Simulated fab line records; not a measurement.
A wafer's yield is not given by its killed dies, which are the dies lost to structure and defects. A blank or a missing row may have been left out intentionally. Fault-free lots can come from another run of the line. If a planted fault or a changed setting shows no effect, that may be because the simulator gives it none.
fab line records -- flow n5-finfet
[record] lots = 7, wafers = 39
route steps=1938 shown FIN_SAQP@96 GATE_CUT@466 BEOL_M0_SAQP@636 BEOL_M1@789
start-h: hours from the record's opening day to when the first of the lot's shown wafers began -- wait-h: hours elapsed since this lot's preceding step -- " as in the row above -- L1.1+2: a single row standing in for several wafers -- - no value present, or no start provided -- * or withheld: withheld -- < > ~ a bound
route shown NAME@n: NAME is a module with steps in the file, n the number in the route of the first one -- usual: mean/standard deviation of fault-free wafers -- same: alike in all rows -- chamber/n: place in a boat -- sites: readings site by site -- _std_site: how widely they spread, as a standard deviation -- _edge_site: mean of outer sites minus mean of inner sites -- radius-mm: how far each site lies from the wafer's centre -- mask NAME#n: copy n -- behind: tool/chamber where the wafer was last shaped -- hold: cause of the lot's hold/its duration in hours/its outcome -- device: transistor that didn't switch, given as n, p or np -- end of line: tests run on the same wafers once the route is complete -- where a step has no rows: the recipe by itself -- killed: dies that structure and defects cost at the first sort, which is not the same as the wafer's yield -- map: a wafer's dies, marking killed ones x, the rest . and places with no die _
set.NAME: the setting as run; set.NAME@STEP: as run at that earlier step -- model.NAME: the simulator's own value behind a step, which no gauge read
lots with deliberately changed settings; one table per step, one row per wafer
[[steps]]
[step N5_FIN_SAQP_HM_DEP_03]
[recipe] material = SiNx, target-thk-a = 380, temp-c = 400, precursor = SiH4/NH3/N2, pressure-torr = 1.5, rf-w = 300, time-s = 33.6
lot.wafer,tool,chamber,start-h,wait-h,set.target-thk-a,model.SiNx_of_FIN_SAQP_HM_DEP_03.thk-nm
L074.1,pecvd-01,0,21.61,0.2,380,37.55
L074.2,pecvd-01,2,21.61,0.2,580.9,57.67
L074.3,pecvd-01,1,21.61,0.2,580.9,57.47
L074.4,pecvd-01,1,21.61,0.2,380,38.33
L074.5,pecvd-01,2,21.61,0.2,380,38.71
L074.6,pecvd-01,0,21.61,0.2,580.9,58.45
L082.1,pecvd-01,0,69.50,0.2,599.8,59.15
L082.2,pecvd-01,1,69.50,0.2,599.8,59.73
L082.3,pecvd-01,2,69.50,0.2,599.8,59.38
L082.4,pecvd-01,0,69.50,0.2,380,38.31
L082.5,pecvd-01,1,69.50,0.2,380,38.03
L082.6,pecvd-01,2,69.50,0.2,380,38.59
L086.1,pecvd-02,0,93.31,0.2,539.5,53.48
L086.2,pecvd-02,2,93.31,0.2,539.5,53.25
L086.3,pecvd-02,1,93.31,0.2,380,37.88
L086.4,pecvd-02,0,93.31,0.2,539.5,54.87
L086.5,pecvd-02,1,93.31,0.2,380,38.35
L086.6,pecvd-02,2,93.31,0.2,380,38.08
L089.1,pecvd-03,0,110.88,0.3,539.3,53.28
L089.2,pecvd-03,1,110.88,0.3,539.3,53.31
L089.3,pecvd-03,2,110.88,0.3,539.3,53.93
L089.4,pecvd-03,0,110.88,0.3,380,37.73
L089.5,pecvd-03,1,110.88,0.3,380,38.27
L089.6,pecvd-03,2,110.88,0.3,380,38.35
L090.1,pecvd-01,1,117.17,0.2,380,37.05
L090.2,pecvd-01,2,117.17,0.2,531.7,52.85
L090.3,pecvd-01,0,117.17,0.2,531.7,52.53
L090.4,pecvd-01,0,117.17,0.2,531.7,53.76
L090.5,pecvd-01,1,117.17,0.2,380,37.86
L090.6,pecvd-01,2,117.17,0.2,380,38.39
L092.1,pecvd-01,0,129.85,0.2,188.3,18.98
L092.2,pecvd-01,1,129.85,0.2,188.3,18.38
L092.3,pecvd-01,1,129.85,0.2,188.3,18.82
L092.4,pecvd-01,0,129.85,0.2,380,38.06
L092.5,pecvd-01,1,129.85,0.2,380,37.62
L092.6,pecvd-01,0,129.85,0.2,380,38.35
L097.2,pecvd-03,0,159.37,0.2,380,37.43
L097.3,pecvd-03,2,159.37,0.2,380,37.76
L097.6,pecvd-03,1,159.37,0.2,380,38.45
[step N5_FIN_SAQP_THK_MEAS_05]
[usual] thk-nm = 37.9/0.5
lot.wafer,tool,chamber,start-h,wait-h,set.target-thk-a@FIN_SAQP_HM_DEP_03,thk-nm
L074.1,film-metro-02,-,21.69,0.1,380,37.6
L074.2,film-metro-02,-,21.69,0.1,580.9,57.7
L074.3,film-metro-02,-,21.69,0.1,580.9,57.5
L074.4,film-metro-02,-,21.69,0.1,380,38.4
L074.5,film-metro-02,-,21.69,0.1,380,38.8
L074.6,film-metro-02,-,21.69,0.1,580.9,58.5
L082.1,film-metro-01,-,69.59,0.1,599.8,59.2
L082.2,film-metro-01,-,69.59,0.1,599.8,59.7
L082.3,film-metro-01,-,69.59,0.1,599.8,59.4
L082.4,film-metro-01,-,69.59,0.1,380,38.3
L082.5,film-metro-01,-,69.59,0.1,380,38.0
L082.6,film-metro-01,-,69.59,0.1,380,38.6
L086.1,film-metro-01,-,93.40,0.1,539.5,53.4
L086.2,film-metro-01,-,93.40,0.1,539.5,53.3
L086.3,film-metro-01,-,93.40,0.1,380,37.9
L086.4,film-metro-01,-,93.40,0.1,539.5,54.9
L086.5,film-metro-01,-,93.40,0.1,380,38.4
L086.6,film-metro-01,-,93.40,0.1,380,38.1
L089.1,film-metro-02,-,110.97,0.1,539.3,53.2
L089.2,film-metro-02,-,110.97,0.1,539.3,53.3
L089.3,film-metro-02,-,110.97,0.1,539.3,53.9
L089.4,film-metro-02,-,110.97,0.1,380,37.8
L089.5,film-metro-02,-,110.97,0.1,380,38.3
L089.6,film-metro-02,-,110.97,0.1,380,38.3
L090.1,film-metro-02,-,117.26,0.1,380,37.1
L090.2,film-metro-02,-,117.26,0.1,531.7,52.9
L090.3,film-metro-02,-,117.26,0.1,531.7,52.6
L090.4,film-metro-02,-,117.26,0.1,531.7,53.8
L090.5,film-metro-02,-,117.26,0.1,380,37.9
L090.6,film-metro-02,-,117.26,0.1,380,38.4
L092.1,film-metro-01,-,129.97,0.1,188.3,19.0
L092.2,film-metro-01,-,129.97,0.1,188.3,18.4
L092.3,film-metro-01,-,129.97,0.1,188.3,18.8
L092.4,film-metro-01,-,129.97,0.1,380,38.0
L092.5,film-metro-01,-,129.97,0.1,380,37.7
L092.6,film-metro-01,-,129.97,0.1,380,38.3
L097.2,film-metro-01,-,159.46,0.1,380,37.5
L097.3,film-metro-01,-,159.46,0.1,380,37.8
L097.6,film-metro-01,-,159.46,0.1,380,38.5
[step N5_FIN_SAQP_PECVD_47]
[recipe] material = a-Si, target-thk-a = 450, temp-c = 400, precursor = SiH4/He, pressure-torr = 3, rf-w = 100, time-s = 36.3
[step N5_FIN_SAQP_PECVD_48]
[recipe] material = SiNx, target-thk-a = 250, temp-c = 400, precursor = SiH4/NH3/N2, pressure-torr = 1.5, rf-w = 300, time-s = 22.1
[step N5_FIN_SAQP_MANDREL2_REMOVE_60]
[recipe] chemistry = HBr/Cl2/O2, bt-time-s = 10, target = a-Si, stop-on = SiNx, endpoint = OES-SiCl, over-etch-frac = 1, icp-w = 600, bias-w = 22, HBr_flow_sccm = 150, Cl2_flow_sccm = 80, O2_flow_sccm = 5, pressure-mtorr = 10
[step N5_FIN_SAQP_HM_OPEN_33]
[recipe] chemistry = CH3F/O2, target = SiNx, mask-material = SiO2, target-depth-a = 494, time-s = 70.6, pressure-mtorr = 30, source-w = 395, bias-w = 73, Ar_flow_sccm = 150, CH3F_flow_sccm = 30, O2_flow_sccm = 20, ion-energy-ev = 120, ends = cleared
[usual] etch-rf-on-time-s = 68.8/1.3
lot.wafer,tool,chamber,start-h,wait-h,set.target-thk-a@FIN_SAQP_HM_DEP_03,etch-rf-on-time-s,model.etch.depth-nm
L074.1,rie-diel-02,3,26.39,0.0,380,68.9,36.85
L074.2,rie-diel-02,0,26.39,0.0,580.9,104.4,57.05
L074.3,rie-diel-02,1,26.39,0.0,580.9,105.0,56.79
L074.4,rie-diel-02,2,26.39,0.0,380,70.4,37.55
L074.5,rie-diel-02,1,26.39,0.0,380,70.8,37.93
L074.6,rie-diel-02,0,26.39,0.0,580.9,105.2,57.82
L082.1,rie-diel-06,1,74.13,0.1,599.8,107.6,58.45
L082.2,rie-diel-06,0,74.13,0.1,599.8,110.9,58.95
L082.3,rie-diel-06,2,74.13,0.1,599.8,109.5,58.69
L082.4,rie-diel-06,3,74.13,0.1,380,69.3,37.61
L082.5,rie-diel-06,2,74.13,0.1,380,69.6,37.25
L082.6,rie-diel-06,1,74.13,0.1,380,70.7,37.9
L086.1,rie-diel-06,2,100.26,0.2,539.5,97.8,52.85
L086.2,rie-diel-06,3,100.26,0.2,539.5,96.2,52.57
L086.3,rie-diel-06,0,100.26,0.2,380,69.7,37.17
L086.4,rie-diel-06,1,100.26,0.2,539.5,99.7,54.1
L086.5,rie-diel-06,1,100.26,0.2,380,69.3,37.72
L086.6,rie-diel-06,2,100.26,0.2,380,69.8,37.37
L089.1,rie-diel-06,2,115.50,0.0,539.3,98.0,52.65
L089.2,rie-diel-06,0,115.50,0.0,539.3,97.6,52.68
L089.3,rie-diel-06,1,115.50,0.0,539.3,97.7,53.05
L089.4,rie-diel-06,3,115.50,0.0,380,67.3,37.03
L089.5,rie-diel-06,3,115.50,0.0,380,68.1,37.57
L089.6,rie-diel-06,2,115.50,0.0,380,69.8,37.47
L090.1,rie-diel-05,2,121.66,0.0,380,67.4,36.43
L090.2,rie-diel-05,1,121.66,0.0,531.7,95.6,52.15
L090.3,rie-diel-05,0,121.66,0.0,531.7,93.3,51.9
L090.4,rie-diel-05,3,121.66,0.0,531.7,98.8,52.88
L090.5,rie-diel-05,0,121.66,0.0,380,66.5,37.16
L090.6,rie-diel-05,3,121.66,0.0,380,70.5,37.77
L092.1,rie-diel-05,1,135.74,0.0,188.3,33.7,18.35
L092.2,rie-diel-05,0,135.74,0.0,188.3,31.7,17.6
L092.3,rie-diel-05,3,135.74,0.0,188.3,33.6,18.12
L092.4,rie-diel-05,2,135.74,0.0,380,68.8,37.37
L092.5,rie-diel-05,0,135.74,0.0,380,65.6,36.93
L092.6,rie-diel-05,3,135.74,0.0,380,69.8,37.64
L097.2,rie-diel-05,2,163.98,0.1,380,68.7,36.8
L097.3,rie-diel-05,3,163.98,0.1,380,69.1,36.99
L097.6,rie-diel-05,1,163.98,0.1,380,69.2,37.82
[step N5_GATE_CUT_ETCH_56]
[recipe] chemistry = Cl2/Ar, target = TiN, target-depth-a = 216, pressure-mtorr = 10, icp-w = 600, bias-w = 60, Cl2_flow_sccm = 40, Ar_flow_sccm = 60
lot.wafer,tool,chamber,start-h,wait-h,set.target-depth-a,model.etch.depth-nm
L074.1,rie-metal-03,1,79.84,0.2,257.9,25.6
L074.2,rie-metal-03,1,79.84,0.2,216,21.42
L074.3,rie-metal-03,1,79.84,0.2,257.9,25.53
L074.4,rie-metal-03,1,79.84,0.2,257.9,25.54
L074.5,rie-metal-03,1,79.84,0.2,216,21.38
L074.6,rie-metal-03,1,79.84,0.2,216,21.32
L082.1,rie-metal-02,1,128.45,0.1,216,22
L082.2,rie-metal-02,0,128.45,0.1,216,21.31
L082.3,rie-metal-02,0,128.45,0.1,216,21.36
L082.4,rie-metal-02,1,128.45,0.1,216,21.84
L082.5,rie-metal-02,1,128.45,0.1,216,21.88
L082.6,rie-metal-02,0,128.45,0.1,216,21.33
L086.1,rie-metal-03,1,155.97,0.1,216,21.43
L086.2,rie-metal-03,0,155.97,0.1,216,21.69
L086.3,rie-metal-03,1,155.97,0.1,302.6,30.38
L086.4,rie-metal-03,0,155.97,0.1,302.6,30.55
L086.5,rie-metal-03,0,155.97,0.1,302.6,30.43
L086.6,rie-metal-03,1,155.97,0.1,216,21.52
L089.1,rie-metal-03,1,171.14,0.1,342.2,34.28
L089.2,rie-metal-03,0,171.14,0.1,216,21.74
L089.3,rie-metal-03,1,171.14,0.1,216,21.72
L089.4,rie-metal-03,0,171.14,0.1,216,21.9
L089.5,rie-metal-03,0,171.14,0.1,342.2,34.45
L089.6,rie-metal-03,1,171.14,0.1,342.2,34.17
L090.1,rie-metal-02,0,182.20,0.1,307.3,30.95
L090.2,rie-metal-02,1,182.20,0.1,216,22.18
L090.3,rie-metal-02,0,182.20,0.1,307.3,30.76
L090.4,rie-metal-02,1,182.20,0.1,216,22.13
L090.5,rie-metal-02,0,182.20,0.1,307.3,30.72
L090.6,rie-metal-02,1,182.20,0.1,216,22.28
L092.1,rie-metal-01,1,193.45,0.1,216,21.66
L092.2,rie-metal-01,0,193.45,0.1,164.5,16.35
L092.3,rie-metal-01,0,193.45,0.1,164.5,16.29
L092.4,rie-metal-01,1,193.45,0.1,216,21.82
L092.5,rie-metal-01,1,193.45,0.1,164.5,16.45
L092.6,rie-metal-01,0,193.45,0.1,216,21.34
L097.2,rie-metal-01,0,216.78,0.1,216,21.26
L097.3,rie-metal-01,0,216.78,0.1,216,21.49
L097.6,rie-metal-01,1,216.78,0.1,216,21.52
[step N5_BEOL_M0_SAQP_PECVD_96]
[recipe] material = a-Si, target-thk-a = 450, temp-c = 350, precursor = SiH4/He, pressure-torr = 3, rf-w = 100, time-s = 45.2
lot.wafer,tool,chamber,start-h,wait-h,set.time-s,model.a-Si_of_BEOL_M0_SAQP_PECVD_96.thk-nm
L074.1,pecvd-02,1,107.11,0.0,27.08,27.4
L074.2+3,pecvd-02,"0,2",107.11,0.0,45.2,45.2
L074.4,pecvd-02,0,107.11,0.0,45.2,45.6
L074.5,pecvd-02,2,107.11,0.0,27.08,28
L074.6,pecvd-02,1,107.11,0.0,27.08,27.8
L082.1,pecvd-02,0,154.24,0.0,37.49,36.8
L082.2,pecvd-02,1,154.24,0.0,37.49,36.4
L082.3,pecvd-02,2,154.24,0.0,45.2,44.6
L082.4,pecvd-02,0,154.24,0.0,45.2,45
L082.5,pecvd-02,1,154.24,0.0,37.49,37
L082.6,pecvd-02,2,154.24,0.0,45.2,45.6
L086.1+3,pecvd-02,"1,0",183.16,0.0,45.2,44.2
L086.2,pecvd-02,2,183.16,0.0,58.19,57
L086.4,pecvd-02,2,183.16,0.0,58.19,59
L086.5,pecvd-02,1,183.16,0.0,58.19,57.8
L086.6,pecvd-02,0,183.16,0.0,45.2,45.4
L089.1,pecvd-02,2,201.31,0.0,45.2,45.6
L089.2,pecvd-02,0,201.31,0.0,56.62,56.6
L089.3,pecvd-02,1,201.31,0.0,56.62,56.2
L089.4,pecvd-02,0,201.31,0.0,45.2,46.4
L089.5,pecvd-02,2,201.31,0.0,56.62,57.4
L089.6,pecvd-02,1,201.31,0.0,45.2,46.2
L090.1+4,pecvd-04,"2,1",208.27,0.0,45.2,44.6
L090.2,pecvd-04,1,208.27,0.0,45.2,44.2
L090.3,pecvd-04,0,208.27,0.0,45.2,44
L090.5,pecvd-04,2,208.27,0.0,45.2,45
L090.6,pecvd-04,0,208.27,0.0,45.2,44.8
L092.1,pecvd-02,0,219.57,0.0,61.92,61.4
L092.2,pecvd-02,1,219.57,0.0,45.2,44.4
L092.3,pecvd-02,2,219.57,0.0,61.92,61.2
L092.4,pecvd-02,2,219.57,0.0,45.2,45.4
L092.5,pecvd-02,1,219.57,0.0,61.92,62.4
L092.6,pecvd-02,0,219.57,0.0,45.2,45.8
L097.2,pecvd-02,2,242.33,0.0,45.2,45
L097.3+6,pecvd-02,"2,1",242.33,0.0,45.2,46
[step N5_BEOL_M0_SAQP_PECVD_97]
[recipe] material = SiNx, target-thk-a = 230, temp-c = 350, precursor = SiH4/NH3/N2, pressure-torr = 1.5, rf-w = 300, time-s = 19.9
[step N5_BEOL_M0_SAQP_PECVD_04]
[recipe] material = a-Si, target-thk-a = 600, temp-c = 350, precursor = SiH4/He, pressure-torr = 3, rf-w = 100, time-s = 60.2
[step N5_BEOL_M0_SAQP_ETCH_101]
[recipe] chemistry = CH3F/O2, target = SiNx, mask-material = SiO2, target-depth-a = 299, time-s = 42.7, pressure-mtorr = 30, source-w = 395, bias-w = 73, Ar_flow_sccm = 150, CH3F_flow_sccm = 30, O2_flow_sccm = 20, ion-energy-ev = 120
[step N5_BEOL_M0_SAQP_ETCH_102]
[recipe] chemistry = CF4, target = SiO2, target-depth-a = 40, ion-energy-ev = 350, time-s = 4.4, pressure-mtorr = 10, icp-w = 800, bias-w = 400, cf4-flow-sccm = 80
[step N5_BEOL_M0_SAQP_MANDREL_ETCH_103]
[recipe] chemistry = HBr/Cl2, target = a-Si, target-depth-a = 450, bt-time-s = 10, stop-on = SiCN, mask-material = SiO2, over-etch-frac = 0.8, time-s = 27, pressure-mtorr = 10, icp-w = 800, bias-w = 75, HBr_flow_sccm = 150, Cl2_flow_sccm = 80, ends = end-point
[usual] oes-product-au = 0.688/0.011
lot.wafer,tool,chamber,start-h,wait-h,set.time-s@BEOL_M0_SAQP_PECVD_96,oes-product-au,model.etch.depth-nm
L074.1,rie-si-05,3,110.06,0.0,27.08,0.520,27.34
L074.2,rie-si-05,1,110.06,0.0,45.2,0.694,45.16
L074.3,rie-si-05,2,110.06,0.0,45.2,0.678,45.28
L074.4,rie-si-05,0,110.06,0.0,45.2,0.694,45.6
L074.5,rie-si-05,1,110.06,0.0,27.08,0.540,28.01
L074.6,rie-si-05,0,110.06,0.0,27.08,0.535,27.71
L082.1,rie-si-05,0,159.61,0.0,37.49,0.622,36.76
L082.2,rie-si-05,1,159.61,0.0,37.49,0.609,36.45
L082.3,rie-si-05,3,159.61,0.0,45.2,0.675,44.69
L082.4,rie-si-05,2,159.61,0.0,45.2,0.669,44.95
L082.5,rie-si-05,3,159.61,0.0,37.49,0.598,36.99
L082.6,rie-si-05,0,159.61,0.0,45.2,0.696,45.61
L086.1,rie-si-06,0,186.04,0.0,45.2,0.682,44.21
L086.2,rie-si-06,1,186.04,0.0,58.19,0.801,57.09
L086.3,rie-si-06,2,186.04,0.0,45.2,0.692,44.28
L086.4,rie-si-06,3,186.04,0.0,58.19,0.808,58.96
L086.5,rie-si-06,2,186.04,0.0,58.19,0.811,57.74
L086.6,rie-si-06,1,186.04,0.0,45.2,0.688,45.38
L089.1,rie-si-06,1,204.12,0.0,45.2,0.700,45.63
L089.2,rie-si-06,3,204.12,0.0,56.62,0.786,56.56
L089.3,rie-si-06,2,204.12,0.0,56.62,0.803,56.19
L089.4,rie-si-06,0,204.12,0.0,45.2,0.697,46.38
L089.5,rie-si-06,2,204.12,0.0,56.62,0.810,57.39
L089.6,rie-si-06,3,204.12,0.0,45.2,0.687,46.24
L090.1,rie-si-05,1,210.75,0.0,45.2,0.683,44.52
L090.2,rie-si-05,0,210.75,0.0,45.2,0.678,44.28
L090.3,rie-si-05,3,210.75,0.0,45.2,0.672,43.97
L090.4,rie-si-05,2,210.75,0.0,45.2,0.677,44.66
L090.5,rie-si-05,3,210.75,0.0,45.2,0.676,44.98
L090.6,rie-si-05,0,210.75,0.0,45.2,0.688,44.85
L092.1,rie-si-05,2,222.21,0.0,61.92,0.817,61.36
L092.2,rie-si-05,1,222.21,0.0,45.2,0.676,44.39
L092.3,rie-si-05,0,222.21,0.0,61.92,0.828,61.26
L092.4,rie-si-05,3,222.21,0.0,45.2,0.680,45.5
L092.5,rie-si-05,0,222.21,0.0,61.92,0.837,62.42
L092.6,rie-si-05,3,222.21,0.0,45.2,0.684,45.83
L097.2,rie-si-05,2,244.96,0.0,45.2,0.677,45.01
L097.3,rie-si-05,3,244.96,0.0,45.2,0.680,45.97
L097.6,rie-si-05,3,244.96,0.0,45.2,0.687,46.09
[step N5_BEOL_M1_DESCUM_33]
[recipe] chemistry = O2, time-s = 7, source-power-w = 50, bias-power-w = 20, pressure-mtorr = 20, rf-frequency-hz = 2.712e+07, temp-c = 40, resist = CAR-EUV, o2-flow-sccm = 225
lot.wafer,tool,chamber,start-h,wait-h,set.time-s,model.CAR-EUV_of_BEOL_M1_COAT_22.thk-nm
L074.1+4,rie-diel-03,"2,0",123.91,0.0,5.459,26.8
L074.2,rie-diel-03,1,123.91,0.0,5.459,26.6
L074.3+5+6,rie-diel-03,"3,1,0",123.91,0.0,7,26
L082.1,rie-diel-01,0,171.81,0.0,7,26
L082.2+6,rie-diel-01,"1,2",171.81,0.0,7,26.2
L082.3+4+5,rie-diel-01,"2,3,3",171.81,0.0,5.818,26.8
L086.1+3+5,rie-diel-01,"1,3,3",197.34,0.0,7,26
L086.2+4+6,rie-diel-01,"2,2,1",197.34,0.0,9.07,25
L089.1+4,rie-diel-01,"2,0",214.83,0.0,9.171,24.8
L089.2,rie-diel-01,3,214.83,0.0,9.171,25
L089.3+5+6,rie-diel-01,"0,3,2",214.83,0.0,7,26
L090.1+4+6,rie-diel-01,"3,0,0",225.01,0.0,7,26
L090.2,rie-diel-01,2,225.01,0.0,10.93,23.8
L090.3+5,rie-diel-01,1,225.01,0.0,10.93,24
L092.1,rie-diel-04,0,234.58,0.0,8.939,24.8
L092.2+3+4,rie-diel-04,"1,2,3",234.58,0.0,7,25.8
L092.5+6,rie-diel-04,"0,3",234.58,0.0,8.939,25
L097.2+3+6,rie-diel-04,"3,2,3",258.45,0.0,7,26.2
[step N5_BEOL_M1_ETCH_77]
[recipe] chemistry = N2/H2, target = underlayer, target-depth-a = 65, mask-material = CAR-EUV, time-s = 5.2, ion-energy-ev = 200, pressure-mtorr = 30, source-w = 840, bias-w = 150, n2-flow-sccm = 200, h2-flow-sccm = 200, ends = cleared
[step N5_BEOL_M1_ETCH_69]
[recipe] chemistry = CF4, target = SiARC, target-depth-a = 156, mask-material = CAR-EUV, time-s = 26, ion-energy-ev = 80, pressure-mtorr = 40, source-w = 545, bias-w = 36, Ar_flow_sccm = 100, cf4-flow-sccm = 100, ends = cleared
lot.wafer,tool,chamber,start-h,wait-h,set.time-s@BEOL_M1_DESCUM_33,model.CAR-EUV_of_BEOL_M1_COAT_22.thk-nm
L074.1+2+4,rie-diel-03,"2,1,0",123.96,0.0,5.459,11.8
L074.3,rie-diel-03,3,123.96,0.0,7,11
L074.5+6,rie-diel-03,"1,0",123.96,0.0,7,11.2
L082.1,rie-diel-01,0,171.86,0.0,7,11
L082.2,rie-diel-01,1,171.86,0.0,7,11.4
L082.3+4+5,rie-diel-01,"2,3,3",171.86,0.0,5.818,11.8
L082.6,rie-diel-01,2,171.86,0.0,7,11.2
L086.1,rie-diel-01,1,197.40,0.0,7,11.2
L086.2+4,rie-diel-01,2,197.40,0.0,9.07,9.8
L086.3+5,rie-diel-01,3,197.40,0.0,7,11
L086.6,rie-diel-01,1,197.40,0.0,9.07,10
L089.1+4,rie-diel-01,"2,0",214.88,0.0,9.171,9.8
L089.2,rie-diel-01,3,214.88,0.0,9.171,10
L089.3+5+6,rie-diel-01,"0,3,2",214.88,0.0,7,11
L090.1,rie-diel-01,3,225.06,0.0,7,11
L090.2,rie-diel-01,2,225.06,0.0,10.93,8.8
L090.3,rie-diel-01,1,225.06,0.0,10.93,9
L090.4+6,rie-diel-01,0,225.06,0.0,7,10.8
L090.5,rie-diel-01,1,225.06,0.0,10.93,9.2
L092.1+5+6,rie-diel-04,"0,0,3",234.63,0.0,8.939,10
L092.2+4,rie-diel-04,"1,3",234.63,0.0,7,11
L092.3,rie-diel-04,2,234.63,0.0,7,10.8
L097.2+3+6,rie-diel-04,"3,2,3",258.50,0.0,7,11.4
[[key]]
[split] step = N5_FIN_SAQP_HM_DEP_03, setting = target-thk-a, stated = 380, by = wafer
[response] step = N5_FIN_SAQP_HM_DEP_03, reading = model.SiNx_of_FIN_SAQP_HM_DEP_03.thk-nm, change = +0.373, per = 1%, r = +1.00
[response] step = N5_FIN_SAQP_THK_MEAS_05, reading = thk-nm, change = *, per = 1%, r = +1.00
[response] step = N5_FIN_SAQP_HM_OPEN_33, reading = etch-rf-on-time-s, change = *, per = 1%, r = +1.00
[response] step = N5_FIN_SAQP_HM_OPEN_33, reading = model.etch.depth-nm, change = +0.374, per = 1%, r = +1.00
[split] step = N5_GATE_CUT_ETCH_56, setting = target-depth-a, stated = 216, by = wafer
[response] step = N5_GATE_CUT_ETCH_56, reading = model.etch.depth-nm, change = +0.214, per = 1%, r = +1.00
[split] step = N5_BEOL_M0_SAQP_PECVD_96, setting = time-s, stated = 45.2, by = wafer
[response] step = N5_BEOL_M0_SAQP_PECVD_96, reading = model.a-Si_of_BEOL_M0_SAQP_PECVD_96.thk-nm, change = +0.446, per = 1%, r = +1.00
[response] step = N5_BEOL_M0_SAQP_MANDREL_ETCH_103, reading = oes-product-au, change = +0.00402, per = 1%, r = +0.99
[response] step = N5_BEOL_M0_SAQP_MANDREL_ETCH_103, reading = model.etch.depth-nm, change = +0.446, per = 1%, r = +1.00
[split] step = N5_BEOL_M1_DESCUM_33, setting = time-s, stated = 7, by = wafer
[response] step = N5_BEOL_M1_DESCUM_33, reading = model.CAR-EUV_of_BEOL_M1_COAT_22.thk-nm, change = -0.0356, per = 1%, r = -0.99
[response] step = N5_BEOL_M1_ETCH_69, reading = model.CAR-EUV_of_BEOL_M1_COAT_22.thk-nm, change = -0.0346, per = 1%, r = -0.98
